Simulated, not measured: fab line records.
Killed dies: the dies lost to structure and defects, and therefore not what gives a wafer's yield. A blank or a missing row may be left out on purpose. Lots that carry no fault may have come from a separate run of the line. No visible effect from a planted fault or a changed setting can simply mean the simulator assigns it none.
2 desks, one fault | flow n5-finfet | each desk holds nothing but its own numbers, with what lay behind them at the end

DESK OF THE TOOL OWNER: rie-diel-04
The tool's own readings at N5_BEOL_M7_STRIP_19 (strips in O2): means of the sampled wafers that have a number, for each lot that ran on this tool. Marked OUT: a lot whose mean sits more than 4 standard deviations from the usual mean, which makes it out of limits; the brackets give that distance.
Columns: A = chamber-pressure-mTorr at N5_BEOL_M7_STRIP_19, usual 30.00 mTorr; B = drypump-motor-current-A at N5_BEOL_M7_STRIP_19, usual 5.7 A; C = oes-product-au at N5_BEOL_M7_STRIP_19, usual 0.76 a.u.; D = rf-vpp-V at N5_BEOL_M7_STRIP_19, usual 3.6 V; E = showerhead-plenum-p-Torr at N5_BEOL_M7_STRIP_19, usual 2.09 Torr; F = throttle-valve-pct at N5_BEOL_M7_STRIP_19, usual 16.73 %
lot  | first seen here | A                       | B   | C    | D   | E    | F
L873 | day 9 15:58     | 30.06                   | 5.6 | 0.75 | 3.3 | 2.07 | 16.65
L874 | day 9 19:14     | 30.03                   | 5.7 | 0.72 | 3.6 | 2.02 | 16.64
L884 | day 11 19:39    | 39.01 (+99 or more) OUT | 5.5 | 0.80 | 3.4 | 2.10 | 16.60
L883 | day 11 23:45    | 39.02 (+99 or more) OUT | 5.8 | 0.76 | 3.9 | 2.06 | 16.76
This desk's finding: out of limits on L883, L884; first on L884, day 11 19:39 (chamber-pressure-mTorr at N5_BEOL_M7_STRIP_19). L873, L874 stayed within limits.

METROLOGY DESK
What the gauges read for every lot (on any tool): the sampled wafers with a number, averaged. Marked OUT: a lot whose mean sits more than 4 standard deviations from the usual mean, which makes it out of limits; the brackets give that distance.
Columns: A = cd-nm at N5_BEOL_M7_CD_MEAS_28, usual 40.11 nm
lot  | first seen here | A
L873 | day 9 17:00     | 40.15
L874 | day 9 19:53     | 40.04
L884 | day 11 20:52    | 39.83
L883 | day 12 00:08    | 40.35
L886 | day 12 15:20    | 40.00
L887 | day 13 04:21    | 39.93
L889 | day 13 11:31    | 39.79
L890 | day 13 20:14    | 40.00
L893 | day 13 22:47    | 40.36
L895 | day 14 21:14    | 39.89
L896 | day 15 02:50    | 39.98
This desk's finding: nothing out of limits on any of the 11 lots.

BROUGHT TOGETHER
The tool owner's desk had the chance to raise an alarm at day 11 19:39 on L883, L884.
The metrology desk saw nothing out of limits.
The metrology desk has L883, L884 on record, within its limits.
Every lot named ran N5_BEOL_M7_STRIP_19 on rie-diel-04.

WHAT THE SIMULATOR HAD INSERTED
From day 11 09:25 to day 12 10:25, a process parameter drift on rie-diel-04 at N5_BEOL_M7_STRIP_19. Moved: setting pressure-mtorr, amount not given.
Struck lots among those shown: L883, L884.
Time in hours from fault onset to the first out-of-limits reading at each desk: the tool owner's desk, 10.
